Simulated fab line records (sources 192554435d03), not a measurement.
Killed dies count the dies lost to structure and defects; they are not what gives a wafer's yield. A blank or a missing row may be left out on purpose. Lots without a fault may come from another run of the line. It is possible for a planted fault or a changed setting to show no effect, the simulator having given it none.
Split-lot trial ; flow n5Finfet ; 39 wafers read across 7 lots, on a route 1938 steps long

== SPLIT DETAILS ==
At N5_GATE_CUT_ALD_22 (deposits SiNx, target thk 16 nm, pulse time 1 s, ald cycles 320), the setting aldCycles was moved away from the recipe's 320 on 12 of the 39 wafers read, by -29.7% to +57.2%. This setting was run at the recipe's value on the other wafers.

The split's own step is where the reading is taken.

== THE READING ==
SiNx_of_GATE_CUT_ALD_22.thkNm (the simulator's own value, which no gauge read), in nm, at N5_GATE_CUT_ALD_22 (deposits SiNx, target thk 16 nm, pulse time 1 s, ald cycles 320). There is no usual value for it anywhere in the file. Average 16.0 nm, standard deviation 0.066 nm, over the 27 wafers here run with the recipe.

wafer;tool, chamber at the split;aldCycles as run;against the recipe;SiNx_of_GATE_CUT_ALD_22.thkNm, nm;against lot-mates on the recipe
L075.1;aldSin-04, 2;479;+49.7%;23.8;+7.8
L075.2;aldSin-04, 1,3,2;320;recipe;16;-
L075.4;aldSin-04, 1,3,2;320;recipe;16;-
L075.5;aldSin-04, 1,3,2;320;recipe;16;-
L075.3;aldSin-04, 0,1;479;+49.7%;24;+8.0
L075.6;aldSin-04, 0,1;479;+49.7%;24;+8.0
L080.1;aldSin-02, 1,3,2,0,1,0;320;recipe;16;-
L080.2;aldSin-02, 1,3,2,0,1,0;320;recipe;16;-
L080.3;aldSin-02, 1,3,2,0,1,0;320;recipe;16;-
L080.4;aldSin-02, 1,3,2,0,1,0;320;recipe;16;-
L080.5;aldSin-02, 1,3,2,0,1,0;320;recipe;16;-
L080.6;aldSin-02, 1,3,2,0,1,0;320;recipe;16;-
L083.1;aldSin-03, 0,2;459;+43.4%;22.8;+6.9
L083.6;aldSin-03, 0,2;459;+43.4%;22.8;+6.9
L083.2;aldSin-03, 2;320;recipe;15.8;-
L083.3;aldSin-03, 1;459;+43.4%;23;+7.1
L083.4;aldSin-03, 3;320;recipe;16;-
L083.5;aldSin-03, 3;320;recipe;16;-
L084.3;aldSin-03, 0,0,1;320;recipe;16;-
L084.5;aldSin-03, 0,0,1;320;recipe;16;-
L084.6;aldSin-03, 0,0,1;320;recipe;16;-
L093.1;aldSin-04, 1,3;503;+57.2%;25;+9.0
L093.5;aldSin-04, 1,3;503;+57.2%;25;+9.0
L093.2;aldSin-04, 2,3,0;320;recipe;16;-
L093.3;aldSin-04, 2,3,0;320;recipe;16;-
L093.4;aldSin-04, 2,3,0;320;recipe;16;-
L093.6;aldSin-04, 0;503;+57.2%;25.2;+9.2
L095.1;aldSin-04, 2,1,0,1;320;recipe;16;-
L095.2;aldSin-04, 2,1,0,1;320;recipe;16;-
L095.3;aldSin-04, 2,1,0,1;320;recipe;16;-
L095.5;aldSin-04, 2,1,0,1;320;recipe;16;-
L095.4;aldSin-04, 3,0;320;recipe;16.2;-
L095.6;aldSin-04, 3,0;320;recipe;16.2;-
L096.1;aldSin-03, 0,3,1;320;recipe;16;-
L096.2;aldSin-03, 0,3,1;320;recipe;16;-
L096.4;aldSin-03, 0,3,1;320;recipe;16;-
L096.3;aldSin-03, 2,1;225;-29.7%;11.2;-4.8
L096.5;aldSin-03, 2,1;225;-29.7%;11.2;-4.8
L096.6;aldSin-03, 0;225;-29.7%;11.4;-4.6
The file does not say which wafer passed through which chamber wherever a row lists several chambers: such a row stands for several wafers.

FIT RESULTS
A straight line over all 39 wafers: SiNx_of_GATE_CUT_ALD_22.thkNm changes by +0.159 nm for each +1% of aldCycles; r = +1.00; the points scatter about the line by 0.08 nm.
The same after taking each lot's own level away (the mean of its wafers on the recipe; 39 wafers): +0.159 nm for each +1%; r = +1.00; scatter 0.072 nm.
According to that fit, moving aldCycles by its largest amount changes the reading by 9.1 nm.
Across the lots, their own levels run from 15.93 to 16.07 nm, a range of 2.0 times the standard deviation given above.
The two slopes agree, so the slope changes little with the lot-to-lot level.
Check: for one of the wafers moved furthest among these (+57.2%), held out of the fit, the line's prediction against its lot-mates is +9.12 nm. It came out at +9 nm against them.

== THESE WAFERS: OTHER SPLITS ==
Other splits were also applied to these wafers ahead of the reading. Each is held against what the fit with the lots' levels taken away leaves over:
other split on the same wafers;wafers away from the commonest value;r with SiNx_of_GATE_CUT_ALD_22.thkNm (lot level and that fit taken away)
N5_FIN_SAQP_SPACER2_ALD_28 targetThkA;18;+0.00
N5_SD_EPI_N_ETCH_45 targetDepthA;9;+0.09

== THE WHOLE CHAIN: every reading that the file lists as answering this split, in the file's order ==
step;what it does;reading;change (the file's fit);r (the file's)
N5_GATE_CUT_ALD_22;deposits SiNx, target thk 16 nm, pulse time 1 s, ald cycles 320;SiNx_of_GATE_CUT_ALD_22.thkNm (the simulator's own value, which no gauge read);+0.159 nm for each +1% of the setting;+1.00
N5_GATE_CUT_CMP_23;polishes, stops on SiO2, t overpolish 23.4 s, target thk 16 nm;timeToEndpointS;withheld for each +1% of the setting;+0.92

== THE FILE'S OWN FIT ==
SiNx_of_GATE_CUT_ALD_22.thkNm changes by +0.159 nm for each +1% of aldCycles, r = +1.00.
